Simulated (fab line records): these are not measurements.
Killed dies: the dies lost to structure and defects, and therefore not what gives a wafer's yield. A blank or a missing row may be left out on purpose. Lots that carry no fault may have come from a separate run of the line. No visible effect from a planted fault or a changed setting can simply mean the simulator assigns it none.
A struck lot beside a sound one + flow n5Finfet + 16 out of 1938 route steps
Sound: the wafers L186.2, L186.4, L186.5. Struck: wafer L191.4. (L191.2, L191.3 of the same lot were not struck and are left out.) The cause comes at the end.
Order at every step that has rows: each side's tool, ch and its chambers, its first start. Under that, the readings that differ: sound wafers + struck wafers + difference of the means + sigmas: that difference in standard deviations of wafers without a fault.
alike: same words and numbers on both sides, and readings whose means sit less than 2 such deviations apart. not compared: any withheld reading, any reading some wafer has no value for, any bound like >300 that may hide the same value, and any number with overlapping values for which the record gives no deviation.
A row with sigmas, a row that says differs or no value, or rows on one side alone: a step with any of these is where the two part. When numbers do not overlap yet have no deviation, they are printed without sigmas and do not part them. A reading that every wafer of one side lacks parts them only if that side has two wafers or more.

first, 8 steps without rows for these wafers: N5_BEOL_M3_COAT_68 (time 60 s, resist thk 12 nm); N5_BEOL_M3_COAT_76 (time 60 s, resist thk 5 nm); N5_BEOL_M3_COAT_22 (resist thk 30 nm); N5_BEOL_M3_EBR_24; N5_BEOL_M3_SOFTBAKE_23 (time 60 s); N5_BEOL_M3_EXPOSE_25 (exposes mask V2, defocus 5 nm); N5_BEOL_M3_PEB_26 (peb time 60 s); N5_BEOL_M3_DEVELOP_27 (develop time 30 s).
N5_BEOL_M3_CD_MEAS_28: target cd 25.7 nm, target cd y 23.3 nm.
  sound on cdSem-02 ch 0, day 9 11:10; struck on cdSem-02 ch 0, day 10 20:08
  alike: cdNm
N5_BEOL_M3_OVL_MEAS_29:
  sound on overlay-02 ch 0, day 9 11:12; struck on overlay-01 ch 0, day 10 20:10
  alike: V2_OVL
N5_BEOL_M3_INSPECT_30: inspects for defects (brightfield).
  sound: defectInspect-02 at day 9 11:15; struck: defectInspect-01 at day 10 20:13
  alike: rawDefectCount
N5_BEOL_M3_DESCUM_33: chemistry O2, time 7 s.
  sound on rieDiel-04 ch 0,1,3, day 9 11:17; struck on rieDiel-04 ch 2, day 10 20:15
| reading             | sound          | struck | difference | sigmas |
|---------------------|----------------|--------|------------|--------|
| oesProductAu (a.u.) | 0.80 0.75 0.69 | 0.92   | +0.17      | +2     |
  alike: drypumpMotorCurrentA, rfVppV, showerheadPlenumPTorr, throttleValvePct
  not compared: rfHoursCounterH
N5_BEOL_M3_ETCH_77: etches underlayer in N2/H2, target depth 6.5 nm, time 5.2 s.
  sound on rieDiel-04 ch 0,1,3, day 9 11:19; struck on rieDiel-04 ch 2, day 10 20:17
| reading              | sound             | struck | difference | sigmas |
|----------------------|-------------------|--------|------------|--------|
| h2FlowSccm (sccm)    | 199.2 200.5 200.0 | 179.3  | -20.6      | -38    |
| oesProductAu (a.u.)  | 0.66 0.63 0.59    | 0.79   | +0.16      | +2     |
| throttleValvePct (%) | 18.42 18.06 17.74 | 17.16  | -0.91      | -3     |
  alike: drypumpMotorCurrentA, etchRfOnTimeS, rfVppV, showerheadPlenumPTorr
  not compared: rfHoursCounterH
N5_BEOL_M3_ETCH_69: etches SiARC in CF4, target depth 15.6 nm, time 26 s.
  sound on rieDiel-04 ch 0,1,3, day 9 11:20; struck on rieDiel-04 ch 2, day 10 20:18
| reading             | sound          | struck | difference | sigmas |
|---------------------|----------------|--------|------------|--------|
| oesProductAu (a.u.) | 0.67 0.63 0.58 | 0.79   | +0.16      | +3     |
  alike: drypumpMotorCurrentA, etchRfOnTimeS, mfcArSccm, rfVppV, showerheadPlenumPTorr, throttleValvePct
  not compared: rfHoursCounterH
N5_BEOL_M4_RC_MEAS_101:
  sound on prober-01 ch 0, day 10 22:37; struck on prober-02 ch 0, day 11 12:54
  alike: DIBL_N, DIBL_P, IOFF_N, IOFF_P, ION_N, ION_P, SS_N, SS_P, VT_N, VT_P
-- here the record skips 4 days between the struck wafers' starts before and after, leaving off in module BEOL_M4 and picking up in module PASSIVATION (first step shown: number 1936 of the route) --
N5_PASSIVATION_PROBE_49:
  only the struck wafers here have rows in the record (prober-02, day 15 17:31); the sound ones have none

== WHERE THEY PART ==
First at N5_BEOL_M3_DESCUM_33; last, within this record, at N5_PASSIVATION_PROBE_49.

WHY: whatever the simulator had introduced
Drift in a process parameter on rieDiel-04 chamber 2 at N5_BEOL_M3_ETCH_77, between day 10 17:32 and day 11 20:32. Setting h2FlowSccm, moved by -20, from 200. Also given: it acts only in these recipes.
